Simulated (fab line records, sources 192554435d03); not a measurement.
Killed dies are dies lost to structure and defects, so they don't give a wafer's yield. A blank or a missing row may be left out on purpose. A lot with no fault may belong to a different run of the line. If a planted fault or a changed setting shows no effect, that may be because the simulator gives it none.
Matching of chambers / flow n5Finfet / 3 sister chambers for N5_BEOL_M13_DEP_53 on pecvd-04
The step deposits SiCN from 3MS/NH3, target thk 50 nm, time 17.8 s. 6 wafers are shown with their chamber, then 12 later ones without.

WAFERS WITH THEIR CHAMBER
wafer=L086.1; chamber=0; throttleValvePct (%)=17.8; showerheadPlenumPTorr (Torr)=4.173
wafer=L089.3; chamber=2; throttleValvePct (%)=18.7; showerheadPlenumPTorr (Torr)=4.179
wafer=L089.6; chamber=1; throttleValvePct (%)=17.8; showerheadPlenumPTorr (Torr)=4.168
wafer=L091.1; chamber=1; throttleValvePct (%)=17.6; showerheadPlenumPTorr (Torr)=4.165
wafer=L091.3; chamber=0; throttleValvePct (%)=17.8; showerheadPlenumPTorr (Torr)=4.180
wafer=L091.4; chamber=2; throttleValvePct (%)=18.5; showerheadPlenumPTorr (Torr)=4.188

WAFERS WITH NO CHAMBER GIVEN
wafer=L087.2; throttleValvePct (%)=17.9; showerheadPlenumPTorr (Torr)=4.159
wafer=L087.4; throttleValvePct (%)=17.8; showerheadPlenumPTorr (Torr)=4.174
wafer=L087.6; throttleValvePct (%)=18.3; showerheadPlenumPTorr (Torr)=4.177
wafer=L092.2; throttleValvePct (%)=17.7; showerheadPlenumPTorr (Torr)=4.178
wafer=L092.3; throttleValvePct (%)=17.5; showerheadPlenumPTorr (Torr)=4.176
wafer=L092.5; throttleValvePct (%)=18.3; showerheadPlenumPTorr (Torr)=4.190
wafer=L094.2; throttleValvePct (%)=18.7; showerheadPlenumPTorr (Torr)=4.175
wafer=L094.5; throttleValvePct (%)=17.8; showerheadPlenumPTorr (Torr)=4.180
wafer=L094.6; throttleValvePct (%)=18.6; showerheadPlenumPTorr (Torr)=4.178
wafer=L096.1; throttleValvePct (%)=17.7; showerheadPlenumPTorr (Torr)=4.176
wafer=L096.2; throttleValvePct (%)=18.9; showerheadPlenumPTorr (Torr)=4.177
wafer=L096.6; throttleValvePct (%)=16.8; showerheadPlenumPTorr (Torr)=4.154

EACH ONE'S CHAMBER
wafer=L087.2; from the rows above=can't be placed: 1 or 0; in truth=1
wafer=L087.4; from the rows above=can't be placed: 0 or 1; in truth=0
wafer=L087.6; from the rows above=can't be placed: 2 or 0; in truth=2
wafer=L092.2; from the rows above=can't be placed: 0 or 1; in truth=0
wafer=L092.3; from the rows above=can't be placed: 0 or 1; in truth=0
wafer=L092.5; from the rows above=2; in truth=2
wafer=L094.2; from the rows above=2; in truth=2
wafer=L094.5; from the rows above=0; in truth=0
wafer=L094.6; from the rows above=2; in truth=2
wafer=L096.1; from the rows above=can't be placed: 0 or 1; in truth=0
wafer=L096.2; from the rows above=2; in truth=2
wafer=L096.6; from the rows above=can't be placed: 1 or 0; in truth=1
Placed correctly: 5 of 12. These rows do not allow placing 7 (true chamber among the candidates in 7). Wrongly placed: 0.
How it was worked out, from the rows above alone: a wafer's distance from a chamber is the root of the sum, over the readings, of the square of ((its reading less the chamber's mean) divided by the reading's scatter). If the next closest chamber is less than 2 further off than the closest, the wafer can't be placed; otherwise it belongs to the closest. The mean given for a chamber averages the wafers shown for that chamber. How the scatter is found: for the shown wafers, subtract from each reading the mean of its chamber, square and add these, divide the total by (wafers less chambers), then take the root.
